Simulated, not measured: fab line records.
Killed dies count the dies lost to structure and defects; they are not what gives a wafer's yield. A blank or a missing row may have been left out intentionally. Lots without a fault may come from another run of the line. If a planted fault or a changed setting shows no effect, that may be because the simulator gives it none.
Which of the tools did it?    flow nand-harc    Sampling: 11 lots, 33 wafers, 4 of 1302 route steps

== WHAT THE GAUGES SHOWED, per wafer ==
NHARC_END_WLT_00.
lot   measured      on         VT_DECK2_MIDDLE
L773  day 25 11:01  prober-01  0.883 0.893 0.886
L774  day 25 03:44  prober-02  0.886 0.890 0.891
L775  day 25 03:43  prober-01  0.880 0.881 0.888
L776  day 25 22:39  prober-02  0.881 0.886 0.886
L777  day 25 23:08  prober-01  0.882 0.883 0.880
L778  day 26 05:53  prober-01  0.894 0.890 0.894
L783  day 28 18:35  prober-02  0.882 0.884 0.889
L784  day 29 04:17  prober-01  0.889 0.878 0.887
L788  day 30 10:35  prober-02  0.940 0.953 0.940
L790  day 32 14:29  prober-01  0.962 0.953 0.949
L793  day 33 01:23  prober-02  0.934 0.935 0.942

== EACH LOT AND THE TOOL THAT RAN IT (in order: tool; ch and the chambers of the sampled wafers; start) ==
lot   NHARC_P_STI_PRECLEAN_32              NHARC_A_BONDPAD_PVD_17                   NHARC_THIN_TSV_DEGAS_49
L773  wet-bench-05 ch 3,6,7, day 2 23:38   pvd-sputter-03, day 24 06:18 or earlier  pvd-sputter-03, day 24 11:56
L774  wet-bench-09 ch 2,3,6, day 3 09:58   pvd-sputter-03, day 24 13:29 or earlier  pvd-sputter-01, day 24 18:55
L775  wet-bench-09 ch 0,4,5, day 3 20:23   pvd-sputter-02, day 24 06:18 or earlier  pvd-sputter-02, day 24 12:53
L776  wet-bench-05 ch 2,3,7, day 4 03:50   pvd-sputter-02, day 25 07:22 or earlier  pvd-sputter-02, day 25 14:05
L777  wet-bench-09 ch 0,6,7, day 4 12:51   pvd-sputter-02, day 25 07:22 or earlier  pvd-sputter-03, day 25 13:05
L778  wet-bench-09 ch 0,3,4, day 4 22:17   pvd-sputter-02, day 25 14:08 or earlier  pvd-sputter-01, day 25 19:41
L783  wet-bench-09 ch 0,1,2, day 7 01:42   pvd-sputter-03, day 28 02:03 or earlier  pvd-sputter-02, day 28 07:38
L784  wet-bench-07 ch 3,6,7, day 7 12:28   pvd-sputter-02, day 28 12:22 or earlier  pvd-sputter-01, day 28 18:05
L788  wet-bench-09 ch 4,5,7, day 9 03:38   pvd-sputter-01, day 29 19:06 or earlier  pvd-sputter-02, day 30 00:42
L790  wet-bench-09 ch 0,3,5, day 9 18:04   pvd-sputter-02, day 31 18:28 or earlier  pvd-sputter-01, day 32 05:26
L793  wet-bench-09 ch 0,1,7, day 11 13:12  pvd-sputter-02, day 32 09:10 or earlier  pvd-sputter-03, day 32 15:52
- NHARC_P_STI_PRECLEAN_32: cleans in SC1.
- NHARC_A_BONDPAD_PVD_17: deposits TaN, target thk 5 nm, time 8.06 s.
- NHARC_THIN_TSV_DEGAS_49: time 120 s.

== THE ANSWER, worked out from the rows above alone ==
Rule: the usual values come from the lots themselves. Put in order of their means at a reading, lots are off if they are a third of the lots or fewer, leave a main group of 4 or more, and stand apart from it by a gap of 3 or more times the standard deviation of the main group's means; of several such gaps the widest counts. Not used: any main group whose means are identical at the precision the tables above print for the reading. A lot without any number at a reading at which 4 lots or more have one is off too. All remaining lots with rows at the step are treated as sound.
Off: L788, L790, L793, at NHARC_END_WLT_00 (VT_DECK2_MIDDLE). Main group: mean 0.886, sd 0.0033.
If a tool, at a process step before that reading, ran all the lots that are off and no sound lot after the first of them, it fits. Gauges at NHARC_END_WLT_00: tried the same way as those tools. NHARC_A_BONDPAD_PVD_17 gives no start for some lots, so the hours and the order of its lots are those of NHARC_HYBRID_BOND_OVL_MEAS_05. One fits: wet-bench-09 at NHARC_P_STI_PRECLEAN_32. Its last sound lot is L783 (day 7 01:42), its first lot that is off L788 (day 9 03:38): a fault that began between those two fits.

== WHAT HAD BEEN PUT IN BY THE SIMULATOR ==
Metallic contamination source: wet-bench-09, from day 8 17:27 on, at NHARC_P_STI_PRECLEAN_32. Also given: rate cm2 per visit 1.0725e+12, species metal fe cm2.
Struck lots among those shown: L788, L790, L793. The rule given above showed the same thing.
